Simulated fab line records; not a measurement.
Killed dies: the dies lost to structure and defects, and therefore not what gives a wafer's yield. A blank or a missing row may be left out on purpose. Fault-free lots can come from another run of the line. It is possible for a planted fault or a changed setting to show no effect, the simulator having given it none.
fab line records	flow n5Finfet
record: lots: 7	wafers: 39
route steps=1938 shown ZERO_LAYER@11 PMOS_HMC_CHANNEL_EPI@73 SD_EPI_P@321 HKMG_FIN@386 MOL_CONTACT_COAG@537 BEOL_M0@734 BEOL_M2@920 BEOL_M3@980 BEOL_M5@1160 BEOL_M7@1308 BEOL_M9@1404 BEOL_M13@1659 BEOL_M14@1744 TV_LITHO@1886 PASSIVATION@1936
startH: hours from the record's first day to the start of the lot's first wafer shown	waitH: how many hours have passed since the lot's step before this one	" identical to the entry in the row above	L1.1+2: a single row standing in for several wafers	- no value present, or no start provided	* or withheld: withheld	< > ~ a bound
route shown NAME@n: NAME is a module with steps in the file, n the number in the route of the first one	usual: mean/standard deviation taken from wafers without a fault	same: alike in all rows	chamber/n: place in a boat	sites: the reading at each site	_std_site: standard deviation across them	_edge_site: the outer-site mean with the inner-site mean subtracted	radiusMm: for every site, how far away it sits from the centre of the wafer	mask NAME#n: copy n	behind: the most recent tool/chamber to have shaped the wafer	hold: cause of the lot's hold/its duration in hours/its outcome	device: the n, p or np transistor that did not switch	end of line: tests of these same wafers at the route's end	for a step that has no rows: nothing shown but its recipe	killed: not the wafer's yield, but the dies lost to structure and defects at the first sort	map: the dies of a wafer, with x for killed, . for not killed, _ for no die there
set.NAME: the setting that was run; set.NAME@STEP: the one run at that earlier step	model.NAME: the simulator's own value behind a step, which no gauge read
lots whose settings were changed on purpose; a table a step, a row a wafer
== steps ==
step: N5_ZERO_LAYER_DEVELOP_10
recipe: developTimeS: 60	rinseLiquid: diw	dry: airSpin	devTempC: 21
step: N5_PMOS_HMC_CHANNEL_EPI_ETCH_38
recipe: chemistry: CF4	target: SiO2	targetDepthA: 15	ionEnergyEv: 350	pressureMtorr: 10	icpW: 800	biasW: 400	cf4FlowSccm: 80
step: N5_SD_EPI_P_EPI_21
recipe: material: SiGe:B	dopant: B	tempC: 550	pressureTorr: 20	ambient: H2	timeS: 355
step: N5_HKMG_FIN_HK_ALD_01
recipe: material: HfO2	targetThkA: 16	tempC: withheld	aldPrecursorFamily: HfCl4	aldCoReactant: H2O	pulseTimeS: 3	purgeTimeS: 3	coReactantPurgeTimeS: 2.5	coReactantPulseTimeS: 0.3	aldCycles: 30
step: N5_MOL_CONTACT_COAG_ETCH_15
recipe: chemistry: CH3F/O2	target: SiNx	targetDepthA: 70	maskMaterial: SOC	stopOn: Si:P	overEtchFrac: 0.75	ionEnergyEv: 120	pressureMtorr: 30	sourceW: 395	biasW: 73	Ar_flow_sccm: 150	CH3F_flow_sccm: 30	O2_flow_sccm: 20
step: N5_BEOL_M0_SPUTTER_116
recipe: material: Cu	targetThkA: 40	tempC: -20	chamberPressurePa: 0.07	powerW: withheld	timeS: 7.37
step: N5_BEOL_M2_SPUTTER_96
recipe: material: Cu	targetThkA: 45	tempC: -20	chamberPressurePa: 0.07	powerW: withheld	timeS: 8.29
step: N5_BEOL_M3_TRENCH_ETCH_37
recipe: chemistry: C4F6/O2	targetDepthA: 555.55	target: SiOC	timeS: 29.2	ionEnergyEv: 250	pressureMtorr: 30	sourceW: 355	biasW: 185	Ar_flow_sccm: 300	C4F6_flow_sccm: 10	O2_flow_sccm: 10
step: N5_BEOL_M5_TRENCH_ETCH_37
recipe: chemistry: C4F6/O2	targetDepthA: 716.52	target: SiCOH_lowk	timeS: 24.7	ionEnergyEv: 250	pressureMtorr: 30	sourceW: 345	biasW: 185	Ar_flow_sccm: 300	C4F6_flow_sccm: 10	O2_flow_sccm: 10
step: N5_BEOL_M7_TRENCH_ETCH_37
recipe: chemistry: C4F6/O2	targetDepthA: 934.78	target: SiCOH_lowk	timeS: 31.2	ionEnergyEv: 250	pressureMtorr: 30	sourceW: 345	biasW: 185	Ar_flow_sccm: 300	C4F6_flow_sccm: 10	O2_flow_sccm: 10
step: N5_BEOL_M9_PECVD_70
recipe: material: SiO2	targetThkA: 200	tempC: 400	precursor: TEOS/O2	pressureTorr: 5.5	rfW: 450	teosFlowSccm: 53.8	gas: O2	flowSccm: 3000	timeS: 22.7
step: N5_BEOL_M13_ILD_DEP_00
recipe: material: SiOC	targetThkA: 8379.2	tempC: 350	precursor: DEMS/O2	pressureTorr: 5	rfW: 500	timeS: 166.4
step: N5_BEOL_M14_DEVELOP_27
recipe: developTimeS: 45	rinseLiquid: diw	dry: airSpin	devTempC: 21
step: N5_PASSIVATION_DESCUM_12
recipe: chemistry: O2	timeS: 7.9	sourcePowerW: 50	biasPowerW: 20	pressureMtorr: 20	rfFrequencyHz: 2.712e+07	tempC: 40	o2FlowSccm: 225
step: N5_PASSIVATION_PROBE_49
usual: sort_bin_4_leakage: 0/3.6	sortNPass: 1069/52
lot.wafer	tool	chamber	startH	waitH	set.developTimeS@ZERO_LAYER_DEVELOP_10	set.targetDepthA@PMOS_HMC_CHANNEL_EPI_ETCH_38	set.timeS@SD_EPI_P_EPI_21	set.aldCycles@HKMG_FIN_HK_ALD_01	set.targetDepthA@MOL_CONTACT_COAG_ETCH_15	set.targetThkA@BEOL_M0_SPUTTER_116	set.targetThkA@BEOL_M2_SPUTTER_96	set.timeS@BEOL_M3_TRENCH_ETCH_37	set.targetDepthA@BEOL_M5_TRENCH_ETCH_37	set.targetDepthA@BEOL_M7_TRENCH_ETCH_37	set.timeS@BEOL_M9_PECVD_70	set.targetThkA@BEOL_M13_ILD_DEP_00	set.developTimeS@BEOL_M14_DEVELOP_27	set.timeS@PASSIVATION_DESCUM_12	sort_bin_4_leakage[%]	sortNPass
L078.1	prober-01	-	332.15	0.0	60	15	355	30	70	40	45	29.2	716.52	934.78	22.7	8379.2	45	7.9	0	1074
L078.2	prober-01	-	332.20	0.1	60	15	355	30	70	40	45	29.2	716.52	934.78	22.7	8379.2	45	7.9	0	1037
L078.3	prober-01	-	332.25	0.1	60	15	355	30	70	40	45	29.2	716.52	934.78	22.7	8379.2	45	7.9	0	1091
L083.1	prober-01	-	350.39	0.9	27.69	15	461.3	41	70	25.17	58.47	29.2	716.52	934.78	34.03	8379.2	45	9.142	6	1008
L083.2	prober-01	-	350.44	1.0	27.69	15	461.3	30	70	40	58.47	29.2	933.6	934.78	22.7	8379.2	61.77	9.142	0	1057
L083.3	prober-01	-	350.49	1.0	27.69	15	355	41	70	40	45	29.2	933.6	934.78	34.03	8379.2	45	7.9	0	1063
L083.4	prober-01	-	350.54	1.1	60	15	355	30	70	25.17	58.47	22.71	933.6	934.78	22.7	8379.2	45	7.9	0	1053
L083.5	prober-01	-	350.59	1.1	60	15	461.3	41	70	25.17	45	22.71	716.52	934.78	22.7	8379.2	61.77	7.9	0	998
L083.6	prober-01	-	350.64	1.2	60	15	355	30	70	40	45	22.71	716.52	934.78	34.03	8379.2	61.77	9.142	0	1079
L082.1	prober-01	-	371.95	0.0	60	12.68	355	30	70	27.03	45	29.2	716.52	1372	22.7	8379.2	37.58	6.495	0	1049
L082.2	prober-01	-	372.00	0.1	60	15	355	19	89.93	27.03	45	29.2	716.52	934.78	22.7	8379.2	45	7.9	91	0
L082.3	prober-01	-	372.05	0.1	60	15	440.7	30	70	40	45	29.2	716.52	1372	29.83	8379.2	45	7.9	0	1045
L082.4	prober-01	-	372.10	0.2	60	15	440.7	19	89.93	40	45	29.2	716.52	1372	22.7	8379.2	37.58	7.9	82	0
L082.5	prober-01	-	372.15	0.2	60	12.68	440.7	19	70	27.03	45	29.2	716.52	934.78	29.83	8379.2	37.58	6.495	91	0
L082.6	prober-01	-	372.20	0.3	60	12.68	355	30	89.93	40	45	29.2	716.52	934.78	29.83	8379.2	45	6.495	0	1103
L085.1	prober-02	-	385.13	0.0	60	23.44	355	30	88.57	61.37	45	36.79	716.52	934.78	22.7	6915	45	3.817	0	1098
L085.2	prober-02	-	385.18	0.1	60	15	355	30	88.57	61.37	45	29.2	716.52	934.78	22.7	8379.2	45	7.9	0	1093
L085.3	prober-02	-	385.23	0.1	60	15	507.2	30	70	40	45	36.79	716.52	934.78	22.7	8379.2	19.27	7.9	0	1060
L085.4	prober-02	-	385.28	0.2	60	23.44	507.2	30	70	61.37	55.76	29.2	716.52	934.78	22.7	8379.2	19.27	3.817	0	1106
L085.5	prober-02	-	385.33	0.2	60	23.44	507.2	30	88.57	40	55.76	29.2	716.52	934.78	22.7	6915	45	3.817	0	1088
L085.6	prober-02	-	385.38	0.3	60	15	355	30	70	40	55.76	36.79	716.52	934.78	22.7	6915	19.27	7.9	0	1082
L091.1	prober-01	-	408.68	0.0	69.34	12.68	355	30	70	40	45	29.2	716.52	934.78	17.33	8379.2	45	4.837	0	1010
L091.2	prober-01	-	408.73	0.1	69.34	15	355	17	70	40	45	20.94	716.52	655.3	22.7	8379.2	45	4.837	89	0
L091.3	prober-01	-	408.78	0.1	60	15	279.5	17	47.38	30.35	45	29.2	716.52	934.78	17.33	8379.2	45	7.9	89	0
L091.4	prober-01	-	408.83	0.2	60	12.68	279.5	30	70	30.35	45	20.94	716.52	655.3	17.33	8379.2	45	7.9	0	1038
L091.5	prober-01	-	408.88	0.2	69.34	15	279.5	30	47.38	40	45	29.2	716.52	655.3	22.7	8379.2	45	7.9	0	1071
L091.6	prober-01	-	408.93	0.3	60	12.68	355	17	47.38	30.35	45	20.94	716.52	934.78	22.7	8379.2	45	4.837	86	0
L093.1	prober-02	-	417.78	0.0	60	15	355	22	70	40	45	29.2	716.52	934.78	27.78	11650	61.94	10.79	91	0
L093.2	prober-02	-	417.83	0.1	60	6.788	355	30	70	40	45	29.2	716.52	934.78	22.7	8379.2	61.94	10.79	0	1064
L093.3	prober-02	-	417.88	0.1	60	15	155.5	22	70	24.47	70.9	29.2	716.52	934.78	27.78	11650	45	7.9	90	0
L093.4	prober-02	-	417.93	0.2	34.04	15	155.5	30	70	24.47	45	29.2	988.8	934.78	27.78	8379.2	45	10.79	0	212
L093.5	prober-02	-	417.98	0.2	34.04	6.788	155.5	22	70	40	70.9	29.2	988.8	934.78	22.7	11650	61.94	7.9	85	0
L093.6	prober-02	-	418.03	0.3	34.04	6.788	355	30	70	24.47	70.9	29.2	988.8	934.78	22.7	8379.2	45	7.9	0	1053
L090.1	prober-02	-	428.36	0.0	36.44	15	355	36	86.32	40	45	29.2	716.52	934.78	22.7	10170	45	5.42	0	1062
L090.2	prober-02	-	428.41	0.1	60	19.47	355	36	86.32	40	45	36.22	716.52	934.78	31.47	10170	45	7.9	0	1040
L090.3	prober-02	-	428.46	0.1	36.44	15	355	36	70	40	45	29.2	716.52	934.78	31.47	8379.2	31.47	5.42	0	1047
L090.4	prober-02	-	428.51	0.2	60	15	355	30	70	40	45	36.22	716.52	934.78	22.7	8379.2	45	7.9	0	1084
L090.5	prober-02	-	428.56	0.2	36.44	19.47	355	30	86.32	40	45	36.22	716.52	934.78	31.47	8379.2	31.47	5.42	0	1066
L090.6	prober-02	-	428.61	0.3	60	19.47	355	30	70	40	45	29.2	716.52	934.78	22.7	10170	31.47	7.9	39	592
killed by level:class
L078.1 STI_FIN_REVEAL:geometricParticle:open=15 BEOL_M0_SAQP:geometricParticle:open=10 MOL_CONTACT_COAG:geometricParticle:open=8 STI_FIN_REVEAL:geometricParticle:short=5 BEOL_M0_SAQP:geometricParticle:short=5 BEOL_M3:geometricParticle:open=5 FIN_SAQP:geometricParticle:short=4 ILD0:geometricParticle:short=4
L078.2 MOL_CONTACT_COAG:areaEtch=37 MOL_CONTACT_COAG:geometricParticle:open=16 STI_FIN_REVEAL:geometricParticle:open=14 BEOL_M0_SAQP:geometricParticle:short=12 MOL_CONTACT_COAG:geometricParticle:short=7 FIN_SAQP:geometricParticle:open=5 BEOL_M5:geometricParticle:open=4 BEOL_M0_SAQP:geometricParticle:open=4
L078.3 MOL_CONTACT_COAG:geometricParticle:open=11 BEOL_M4:geometricParticle:open=7 FIN_SAQP:geometricParticle:short=6 DUMMY_GATE:geometricParticle:open=5 BEOL_M3:geometricParticle:open=5 BEOL_M0_SAQP:geometricParticle:open=5 GATE_CUT:geometricParticle:short=4 BEOL_M0_SAQP:geometricParticle:short=4
L083.1 BEOL_M0_SAQP:geometricParticle:short=14 BEOL_M0_SAQP:geometricParticle:open=11 BEOL_M2:geometricParticle:open=11 STI_FIN_REVEAL:geometricParticle:open=9 FIN_SAQP:geometricParticle:short=7 MOL_CONTACT_COAG:geometricParticle:open=6 STARTING-WAFER:geometricParticle:short=5 BEOL_M0:interfaceVoidOpened=5
L083.2 BEOL_M0_SAQP:geometricParticle:open=15 BEOL_M4:geometricParticle:open=14 MOL_CONTACT_COAG:geometricParticle:open=12 STI_FIN_REVEAL:geometricParticle:open=10 BEOL_M0_SAQP:geometricParticle:short=8 BEOL_M2:geometricParticle:open=7 FIN_SAQP:geometricParticle:short=6 FIN_SAQP:geometricParticle:open=6
L083.3 BEOL_M0_SAQP:geometricParticle:open=17 MOL_CONTACT_COAG:geometricParticle:open=14 BEOL_M0_SAQP:geometricParticle:short=11 FIN_SAQP:geometricParticle:short=10 STI_FIN_REVEAL:geometricParticle:open=6 BEOL_M4:geometricParticle:open=6 MOL_CONTACT_COAG:geometricParticle:short=5 BEOL_M2:geometricParticle:open=5
L083.4 BEOL_M0_SAQP:geometricParticle:short=24 STI_FIN_REVEAL:geometricParticle:open=16 BEOL_M0_SAQP:geometricParticle:open=15 BEOL_M2:geometricParticle:open=11 FIN_SAQP:geometricParticle:short=10 FIN_SAQP:geometricParticle:open=5 BEOL_M4:geometricParticle:open=5 MOL_CONTACT_COAG:geometricParticle:open=4
L083.5 MOL_CONTACT_COAG:geometricParticle:open=19 BEOL_M0_SAQP:geometricParticle:short=15 STI_FIN_REVEAL:geometricParticle:open=12 BEOL_M4:geometricParticle:open=10 BEOL_M0_SAQP:geometricParticle:open=8 BEOL_M0:interfaceVoidOpened=8 FIN_SAQP:geometricParticle:short=6 STARTING-WAFER:geometricParticle:open=5
L083.6 BEOL_M0_SAQP:geometricParticle:open=17 STI_FIN_REVEAL:geometricParticle:open=8 BEOL_M0_SAQP:geometricParticle:short=8 MOL_CONTACT_COAG:geometricParticle:open=6 BEOL_M2:geometricParticle:open=6 BEOL_M3:geometricParticle:open=6 BEOL_M4:geometricParticle:open=5 FIN_SAQP:geometricParticle:open=4
L082.1 BEOL_M7:areaEtch=11 BEOL_M4:geometricParticle:open=10 BEOL_M0_SAQP:geometricParticle:open=9 BEOL_M2:geometricParticle:open=9 STI_FIN_REVEAL:geometricParticle:open=8 FIN_SAQP:geometricParticle:open=7 BEOL_M0_SAQP:geometricParticle:short=7 BEOL_M0:interfaceVoidOpened=7
L082.2 FIN_SAQP:geometricParticle:open=18 BEOL_M2:geometricParticle:open=11 FIN_SAQP:geometricParticle:short=7 DUMMY_GATE:geometricParticle:open=7 BEOL_M0_SAQP:geometricParticle:open=5 BEOL_M1:geometricParticle:open=5 BEOL_M0:interfaceVoidOpened=5 BEOL_M0_SAQP:geometricParticle:short=4
L082.3 BEOL_M7:areaEtch=26 BEOL_M0_SAQP:geometricParticle:open=14 BEOL_M3:geometricParticle:open=10 MOL_CONTACT_COAG:geometricParticle:open=8 BEOL_M0_SAQP:geometricParticle:short=7 FIN_SAQP:geometricParticle:open=6 FIN_SAQP:geometricParticle:short=6 DUMMY_GATE:geometricParticle:open=5
L082.4 BEOL_M7:areaEtch=83 SD_EPI_N:areaEtch=18 BEOL_M0_SAQP:geometricParticle:open=13 BEOL_M0_SAQP:geometricParticle:short=11 DUMMY_GATE:geometricParticle:open=10 FIN_SAQP:geometricParticle:open=9 BEOL_M1:geometricParticle:open=6 STI_FIN_REVEAL:geometricParticle:open=5
L082.5 BEOL_M0_SAQP:geometricParticle:open=12 FIN_SAQP:geometricParticle:short=10 FIN_SAQP:geometricParticle:open=9 DUMMY_GATE:geometricParticle:open=8 BEOL_M0:interfaceVoidOpened=7 BEOL_M3:geometricParticle:open=6 STI_FIN_REVEAL:geometricParticle:open=5 GATE_CUT:geometricParticle:short=5
L082.6 DUMMY_GATE:geometricParticle:open=7 FIN_SAQP:geometricParticle:short=6 STI_FIN_REVEAL:geometricParticle:open=6 BEOL_M0_SAQP:geometricParticle:open=6 BEOL_M0_SAQP:geometricParticle:short=5 FIN_SAQP:geometricParticle:open=4 STARTING-WAFER:geometricParticle:short=4 SDB:geometricParticle:short=3
L085.1 BEOL_M3:geometricParticle:open=11 MOL_CONTACT_COAG:geometricParticle:open=9 BEOL_M2:geometricParticle:open=9 FIN_SAQP:geometricParticle:open=6 STARTING-WAFER:geometricParticle:short=5 DUMMY_GATE:geometricParticle:open=4 BEOL_M5:geometricParticle:open=4 BEOL_M0_SAQP:geometricParticle:open=3
L085.2 MOL_CONTACT_COAG:geometricParticle:open=9 BEOL_M0_SAQP:geometricParticle:short=8 FIN_SAQP:geometricParticle:short=6 GATE_CUT:geometricParticle:short=6 MOL_CONTACT_COAG:geometricParticle:short=6 BEOL_M0_SAQP:geometricParticle:open=6 BEOL_M1:geometricParticle:open=6 FIN_SAQP:geometricParticle:open=4
L085.3 MOL_CONTACT_COAG:geometricParticle:open=22 SDB:areaEtch=14 DUMMY_GATE:geometricParticle:open=6 MOL_CONTACT_COAG:geometricParticle:short=6 BEOL_M2:geometricParticle:open=6 FIN_SAQP:geometricParticle:open=5 BEOL_M0_SAQP:geometricParticle:open=5 MOL_CONTACT_COAG:areaEtch=5
L085.4 MOL_CONTACT_COAG:geometricParticle:open=10 BEOL_M2:geometricParticle:open=7 FIN_SAQP:geometricParticle:open=6 BEOL_M0_SAQP:geometricParticle:open=6 BEOL_M0_SAQP:geometricParticle:short=5 PAD_METAL:geometricParticle:open=4 FIN_SAQP:geometricParticle:short=3 STI_FIN_REVEAL:geometricParticle:open=3
L085.5 MOL_CONTACT_COAG:geometricParticle:open=14 STARTING-WAFER:geometricParticle:open=7 BEOL_M0_SAQP:geometricParticle:open=5 BEOL_M0_SAQP:geometricParticle:short=5 BEOL_M2:geometricParticle:open=5 SDB:areaEtch=5 DUMMY_GATE:geometricParticle:open=4 BEOL_M3:geometricParticle:open=4
L085.6 MOL_CONTACT_COAG:geometricParticle:open=12 BEOL_M3:geometricParticle:open=9 BEOL_M0_SAQP:geometricParticle:short=8 BEOL_M2:geometricParticle:open=8 FIN_SAQP:geometricParticle:open=7 GATE_CUT:geometricParticle:open=5 MOL_CONTACT_COAG:geometricParticle:short=5 BEOL_M1:geometricParticle:open=4
L091.1 BEOL_M0_SAQP:geometricParticle:short=22 PASSIVATION:areaEtch=20 FIN_SAQP:geometricParticle:open=13 MOL_CONTACT_COAG:geometricParticle:open=13 STI_FIN_REVEAL:geometricParticle:open=12 BEOL_M0_SAQP:geometricParticle:open=11 GATE_CUT:geometricParticle:short=8 FIN_SAQP:geometricParticle:short=7
L091.2 MOL_CONTACT_COAG:areaEtch=25 BEOL_M3:geometricParticle:open=16 FIN_SAQP:geometricParticle:open=8 GATE_CUT:geometricParticle:short=8 GATE_CUT:geometricParticle:open=7 BEOL_M7:areaEcd=6 STI_FIN_REVEAL:geometricParticle:open=5 MOL_CONTACT_COAG:geometricParticle:open=5
L091.3 STI_FIN_REVEAL:geometricParticle:open=19 MOL_CONTACT_COAG:geometricParticle:open=18 BEOL_M0_SAQP:geometricParticle:short=14 BEOL_M0_SAQP:geometricParticle:open=8 BEOL_M3:geometricParticle:open=7 BEOL_M1:geometricParticle:open=7 MOL_CONTACT_COAG:geometricParticle:short=5 DUMMY_GATE:geometricParticle:open=4
L091.4 BEOL_M0_SAQP:geometricParticle:short=20 BEOL_M7:areaEcd=12 BEOL_M0_SAQP:geometricParticle:open=11 BEOL_M3:geometricParticle:open=10 DUMMY_GATE:geometricParticle:open=9 FIN_SAQP:geometricParticle:open=5 MOL_CONTACT_COAG:geometricParticle:open=5 BEOL_M0:interfaceVoidOpened=5
L091.5 MOL_CONTACT_COAG:geometricParticle:open=16 BEOL_M0_SAQP:geometricParticle:short=11 BEOL_M7:areaEcd=9 STI_FIN_REVEAL:geometricParticle:open=7 BEOL_M0_SAQP:geometricParticle:open=5 GATE_CUT:geometricParticle:short=4 BEOL_M5:geometricParticle:open=4 STARTING-WAFER:geometricParticle:short=4
L091.6 MOL_CONTACT_COAG:areaEtch=27 STI_FIN_REVEAL:geometricParticle:open=16 BEOL_M0_SAQP:geometricParticle:open=13 FIN_SAQP:geometricParticle:open=11 PASSIVATION:areaEtch=10 BEOL_M0_SAQP:geometricParticle:short=9 MOL_CONTACT_COAG:geometricParticle:open=8 FIN_SAQP:geometricParticle:short=7
L093.1 DUMMY_GATE:geometricParticle:open=12 MOL_CONTACT_COAG:geometricParticle:open=12 BEOL_M0_SAQP:geometricParticle:short=9 BEOL_M1:geometricParticle:open=8 FIN_SAQP:geometricParticle:open=7 BEOL_M0_SAQP:geometricParticle:open=5 GATE_CUT:geometricParticle:short=5 BEOL_M3:geometricParticle:open=5
L093.2 DUMMY_GATE:geometricParticle:open=12 MOL_CONTACT_COAG:geometricParticle:open=11 BEOL_M4:geometricParticle:open=11 BEOL_M3:geometricParticle:open=9 STI_FIN_REVEAL:geometricParticle:open=8 GATE_CUT:geometricParticle:short=8 BEOL_M0_SAQP:geometricParticle:open=6 BEOL_M1:geometricParticle:open=6
L093.3 FIN_SAQP:geometricParticle:open=14 FIN_SAQP:geometricParticle:short=11 BEOL_M0:interfaceVoidOpened=10 BEOL_M0_SAQP:geometricParticle:open=10 MOL_CONTACT_COAG:geometricParticle:open=8 BEOL_M2:geometricParticle:open=7 GATE_CUT:geometricParticle:short=6 BEOL_M0_SAQP:geometricParticle:short=6
L093.4 MOL_CONTACT_COAG:geometricParticle:open=14 FIN_SAQP:geometricParticle:short=9 BEOL_M0:interfaceVoidOpened=8 GATE_CUT:geometricParticle:short=6 BEOL_M4:geometricParticle:open=6 GATE_CUT:geometricParticle:open=5 BEOL_M1:geometricParticle:open=5 FIN_SAQP:geometricParticle:open=4
L093.5 PASSIVATION:areaEtch=35 MOL_CONTACT_COAG:geometricParticle:open=25 FIN_SAQP:geometricParticle:open=20 FIN_SAQP:geometricParticle:short=13 BEOL_M0_SAQP:geometricParticle:short=11 ILD0:geometricParticle:open=7 BEOL_M0_SAQP:geometricParticle:open=7 STI_FIN_REVEAL:geometricParticle:open=5
L093.6 MOL_CONTACT_COAG:geometricParticle:open=18 GATE_CUT:geometricParticle:short=11 BEOL_M4:geometricParticle:open=10 FIN_SAQP:geometricParticle:short=8 BEOL_M0:interfaceVoidOpened=8 FIN_SAQP:geometricParticle:open=7 GATE_CUT:geometricParticle:open=7 MOL_CONTACT_COAG:geometricParticle:short=7
L090.1 STI_FIN_REVEAL:geometricParticle:open=20 MOL_CONTACT_COAG:geometricParticle:open=10 FIN_SAQP:geometricParticle:short=9 BEOL_M2:geometricParticle:open=7 BEOL_M4:geometricParticle:open=7 FIN_SAQP:geometricParticle:open=6 BEOL_M2:geometricParticle:short=6 GATE_CUT:geometricParticle:short=5
L090.2 STI_FIN_REVEAL:geometricParticle:open=49 STI_FIN_REVEAL:geometricParticle:short=11 MOL_CONTACT_COAG:geometricParticle:open=7 BEOL_M0_SAQP:geometricParticle:open=7 BEOL_M5:geometricParticle:open=7 BEOL_M2:geometricParticle:open=6 BEOL_M0_SAQP:geometricParticle:short=5 FIN_SAQP:geometricParticle:short=4
L090.3 STI_FIN_REVEAL:geometricParticle:open=26 BEOL_M0_SAQP:geometricParticle:short=12 BEOL_M0_SAQP:geometricParticle:open=10 FIN_SAQP:geometricParticle:open=8 BEOL_M2:geometricParticle:open=8 MOL_CONTACT_COAG:areaEtch=8 MOL_CONTACT_COAG:geometricParticle:open=7 GATE_CUT:geometricParticle:open=5
L090.4 STI_FIN_REVEAL:geometricParticle:open=16 FIN_SAQP:geometricParticle:open=8 BEOL_M0_SAQP:geometricParticle:short=7 BEOL_M0_SAQP:geometricParticle:open=7 STI_FIN_REVEAL:geometricParticle:short=5 GATE_CUT:geometricParticle:short=5 BEOL_M1:geometricParticle:open=4 FIN_SAQP:geometricParticle:short=3
L090.5 STI_FIN_REVEAL:geometricParticle:open=19 FIN_SAQP:geometricParticle:short=9 STI_FIN_REVEAL:geometricParticle:short=8 BEOL_M1:geometricParticle:open=8 BEOL_M2:geometricParticle:open=8 FIN_SAQP:geometricParticle:open=6 MOL_CONTACT_COAG:geometricParticle:open=5 BEOL_M0_SAQP:geometricParticle:short=4
L090.6 STI_FIN_REVEAL:geometricParticle:open=21 BEOL_M0_SAQP:geometricParticle:short=13 FIN_SAQP:geometricParticle:short=12 GATE_CUT:geometricParticle:short=11 BEOL_M0_SAQP:geometricParticle:open=9 MOL_CONTACT_COAG:geometricParticle:open=8 FIN_SAQP:geometricParticle:open=6 BEOL_M1:geometricParticle:open=5
== key ==
split: step: N5_ZERO_LAYER_DEVELOP_10	setting: developTimeS	statedAs: 60
response none clear
split: step: N5_PMOS_HMC_CHANNEL_EPI_ETCH_38	setting: targetDepthA	statedAs: 15
response none clear
split: step: N5_SD_EPI_P_EPI_21	setting: timeS	statedAs: 355
response none clear
split: step: N5_HKMG_FIN_HK_ALD_01	setting: aldCycles	statedAs: 30
response: step: N5_PASSIVATION_PROBE_49	reading: sort_bin_4_leakage	slope: -1.62	per: 1%	togetherWith: all	explained: 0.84
response: step: N5_PASSIVATION_PROBE_49	reading: sortNPass	slope: +18.5	per: 1%	togetherWith: all	explained: 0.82
split: step: N5_MOL_CONTACT_COAG_ETCH_15	setting: targetDepthA	statedAs: 70
response none clear
split: step: N5_BEOL_M0_SPUTTER_116	setting: targetThkA	statedAs: 40
response none clear
split: step: N5_BEOL_M2_SPUTTER_96	setting: targetThkA	statedAs: 45
response none clear
split: step: N5_BEOL_M3_TRENCH_ETCH_37	setting: timeS	statedAs: 29.2
response none clear
split: step: N5_BEOL_M5_TRENCH_ETCH_37	setting: targetDepthA	statedAs: 716.52
response none clear
split: step: N5_BEOL_M7_TRENCH_ETCH_37	setting: targetDepthA	statedAs: 934.78
response none clear
split: step: N5_BEOL_M9_PECVD_70	setting: timeS	statedAs: 22.7
response none clear
split: step: N5_BEOL_M13_ILD_DEP_00	setting: targetThkA	statedAs: 8379.2
response none clear
split: step: N5_BEOL_M14_DEVELOP_27	setting: developTimeS	statedAs: 45
response none clear
split: step: N5_PASSIVATION_DESCUM_12	setting: timeS	statedAs: 7.9
response none clear
